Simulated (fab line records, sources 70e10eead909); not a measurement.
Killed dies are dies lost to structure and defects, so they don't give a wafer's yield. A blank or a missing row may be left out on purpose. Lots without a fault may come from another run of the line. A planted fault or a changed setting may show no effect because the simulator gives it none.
Chamber matching | flow nand_harc | NHARC_A_BLC_ETCH_16 on rie_diel-04: 4 sister chambers
The step etches the open film in CF4, target depth 39 nm, time 65 s. 14 wafers are shown with their chamber, then 7 later ones without.

WAFERS WITH THEIR CHAMBER
wafer  | chamber | drypump_motor_current_A (A) | rf_vpp_V (V) | throttle_valve_pct (%)
L895.2 | 1       | 6.2                         | 152.0        | 13.285
L895.3 | 3       | 5.9                         | 150.4        | 13.272
L895.5 | 0       | 5.4                         | 150.8        | 13.285
L897.2 | 0       | 5.4                         | 152.4        | 13.288
L897.3 | 1       | 6.2                         | 150.9        | 13.284
L897.4 | 2       | 5.4                         | 150.1        | 13.277
L901.1 | 0       | 5.5                         | 150.7        | 13.274
L901.4 | 3       | 5.9                         | 149.9        | 13.276
L901.5 | 3       | 5.9                         | 151.1        | 13.290
L899.2 | 1       | 6.2                         | 151.3        | 13.297
L899.3 | 0       | 5.5                         | 152.0        | 13.295
L899.6 | 0       | 5.5                         | 153.2        | 13.294
L913.1 | 1       | 6.2                         | 151.9        | 13.275
L913.2 | 0       | 5.5                         | 151.4        | 13.291

SIGNATURES (means of the wafers above)
reading                 | chamber 0 | chamber 1 | chamber 2 | chamber 3 | scatter within a chamber
drypump_motor_current_A | 5.467     | 6.200     | 5.400     | 5.900     | 0.0365
rf_vpp_V                | 151.750   | 151.525   | 150.100   | 150.467   | 0.791
throttle_valve_pct      | 13.28783  | 13.28525  | 13.27700  | 13.27933  | 0.0085
Rule: a wafer's distance from a chamber is the root of the sum, over the readings, of the square of ((its reading less the chamber's mean) divided by the reading's scatter). The wafer belongs to the nearest chamber; if the next one is less than 2 further off, it can't be placed. The scatter: the root of (the sum of the squares of (reading less its chamber's mean) over the shown wafers, divided by (wafers less chambers)).

WAFERS WITHOUT THEIR CHAMBER
wafer  | drypump_motor_current_A (A) | rf_vpp_V (V) | throttle_valve_pct (%)
L913.3 | 5.9                         | 150.9        | 13.268
L914.2 | 5.4                         | 149.6        | 13.277
L914.3 | 5.9                         | 151.0        | 13.283
L914.6 | 5.9                         | 152.2        | 13.290
L916.2 | 5.5                         | 152.3        | 13.289
L916.3 | 6.2                         | 152.7        | 13.277
L916.6 | 6.2                         | 151.4        | 13.278

WHICH CHAMBER EACH WENT THROUGH
wafer  | from the rows above | in truth
L913.3 | 3                   | 3
L914.2 | 2                   | 2
L914.3 | 3                   | 3
L914.6 | 3                   | 3
L916.2 | 0                   | 0
L916.3 | 1                   | 1
L916.6 | 1                   | 1
Placed correctly: 7 of 7. Can't be placed from these rows: 0. Placed wrongly: 0.
